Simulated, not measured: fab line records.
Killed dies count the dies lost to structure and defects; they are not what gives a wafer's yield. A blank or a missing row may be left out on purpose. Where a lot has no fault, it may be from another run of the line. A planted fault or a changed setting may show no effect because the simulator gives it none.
Matching of chambers | flow n5-finfet | N5_BEOL_M2_CO_CAP_55 on cvd-co-01 has 3 sister chambers
The step material Co, precursor CCTBA/H2, target thk 2 nm, time 102.1 s. 3 wafers are shown with their chamber, then 12 later ones without.

EACH WAFER AND ITS CHAMBER
wafer  | chamber | heater-power-w (W)
L088.4 | 2       | 251
L089.4 | 0       | 241
L089.6 | 1       | 213

WAFERS WHOSE CHAMBER IS MISSING
wafer  | heater-power-w (W)
L090.2 | 242
L090.3 | 240
L090.5 | 213
L092.1 | 239
L092.2 | 244
L092.5 | 250
L094.1 | 244
L094.3 | 215
L094.5 | 249
L095.2 | 209
L095.3 | 242
L095.4 | 211

THE CHAMBER EACH PASSED THROUGH
wafer  | from the rows above     | in truth
L090.2 | 0                       | 0
L090.3 | 0                       | 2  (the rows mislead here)
L090.5 | 1                       | 1
L092.1 | 0                       | 0
L092.2 | can't be placed: 0 or 2 | 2
L092.5 | 2                       | 2
L094.1 | can't be placed: 0 or 2 | 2
L094.3 | 1                       | 1
L094.5 | 2                       | 2
L095.2 | 1                       | 1
L095.3 | 0                       | 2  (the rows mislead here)
L095.4 | 1                       | 1
Correctly placed: 8 of 12. Cannot be placed on the basis of these rows: 2; the candidates contain the true chamber in 2. Wrongly placed: 2.
How it was worked out, from the rows above alone: a wafer's distance from a chamber is the root of the sum, over the readings, of the square of ((its reading less the chamber's mean) divided by the reading's scatter). If the next closest chamber is less than 2 further off than the closest, the wafer can't be placed; otherwise it belongs to the closest. For every chamber, the mean is computed from those of its wafers that are shown. The scatter: root of mean squared gap, hidden wafer to nearest shown wafer, with one shown wafer a chamber.
